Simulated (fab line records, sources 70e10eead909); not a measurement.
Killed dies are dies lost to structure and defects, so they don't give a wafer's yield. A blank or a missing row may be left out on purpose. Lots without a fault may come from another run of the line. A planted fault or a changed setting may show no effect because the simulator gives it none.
Chamber matching | flow nand_harc | NHARC_A_STAIRCASE_ETCHBACK_422 on rie_diel-13: 4 sister chambers
The step etches the open film in CH3F/O2, target depth 40 nm, time 74.286 s. 22 wafers are shown with their chamber, then 11 later ones without.

WAFERS WITH THEIR CHAMBER
wafer  | chamber | showerhead_plenum_p_Torr (Torr) | drypump_motor_current_A (A) | rf_vpp_V (V)
L076.1 | 3       | 2.29                            | 5.5                         | 241.1
L076.2 | 1       | 2.45                            | 6.1                         | 243.5
L076.6 | 0       | 2.66                            | 5.9                         | 247.5
L079.1 | 1       | 2.45                            | 6.1                         | 244.0
L079.4 | 0       | 2.65                            | 5.9                         | 246.7
L079.6 | 1       | 2.45                            | 6.1                         | 243.7
L078.1 | 3       | 2.28                            | 5.5                         | 241.3
L078.5 | 3       | 2.28                            | 5.5                         | 240.8
L078.6 | 1       | 2.45                            | 6.1                         | 243.3
L082.4 | 2       | 2.42                            | 5.4                         | 243.3
L082.5 | 3       | 2.28                            | 5.5                         | 240.9
L082.6 | 2       | 2.42                            | 5.4                         | 243.5
L083.1 | 0       | 2.65                            | 5.9                         | 245.2
L083.3 | 1       | 2.45                            | 6.1                         | 243.9
L083.4 | 2       | 2.41                            | 5.3                         | 242.7
L083.2 | 3       | 2.28                            | 5.5                         | 242.2
L083.5 | 3       | 2.28                            | 5.5                         | 241.7
L083.6 | 2       | 2.41                            | 5.4                         | 243.4
L085.2 | 3       | 2.28                            | 5.5                         | 242.2
L085.3 | 1       | 2.44                            | 6.1                         | 244.8
L085.5 | 3       | 2.28                            | 5.5                         | 240.8
L092.2 | 0       | 2.64                            | 5.9                         | 247.2

SIGNATURES (means of the wafers above)
reading                  | chamber 0 | chamber 1 | chamber 2 | chamber 3 | scatter within a chamber
showerhead_plenum_p_Torr | 2.6500    | 2.4483    | 2.4150    | 2.2812    | 0.00511
drypump_motor_current_A  | 5.900     | 6.100     | 5.375     | 5.500     | 0.0204
rf_vpp_V                 | 246.650   | 243.867   | 243.225   | 241.375   | 0.638
Rule: a wafer's distance from a chamber is the root of the sum, over the readings, of the square of ((its reading less the chamber's mean) divided by the reading's scatter). The wafer belongs to the nearest chamber; if the next one is less than 2 further off, it can't be placed. The scatter: the root of (the sum of the squares of (reading less its chamber's mean) over the shown wafers, divided by (wafers less chambers)).

WAFERS WITHOUT THEIR CHAMBER
wafer  | showerhead_plenum_p_Torr (Torr) | drypump_motor_current_A (A) | rf_vpp_V (V)
L092.4 | 2.27                            | 5.5                         | 240.9
L092.6 | 2.41                            | 5.4                         | 242.7
L095.1 | 2.64                            | 5.9                         | 247.3
L095.3 | 2.40                            | 5.3                         | 243.8
L095.6 | 2.44                            | 6.1                         | 244.1
L094.2 | 2.44                            | 6.1                         | 245.3
L094.5 | 2.40                            | 5.3                         | 242.0
L094.6 | 2.27                            | 5.5                         | 242.5
L097.3 | 2.40                            | 5.3                         | 243.5
L097.4 | 2.27                            | 5.5                         | 241.6
L097.6 | 2.40                            | 5.3                         | 242.7

WHICH CHAMBER EACH WENT THROUGH
wafer  | from the rows above | in truth
L092.4 | 3                   | 3
L092.6 | 2                   | 2
L095.1 | 0                   | 0
L095.3 | 2                   | 2
L095.6 | 1                   | 1
L094.2 | 1                   | 1
L094.5 | 2                   | 2
L094.6 | 3                   | 3
L097.3 | 2                   | 2
L097.4 | 3                   | 3
L097.6 | 2                   | 2
Placed correctly: 11 of 11. Can't be placed from these rows: 0. Placed wrongly: 0.
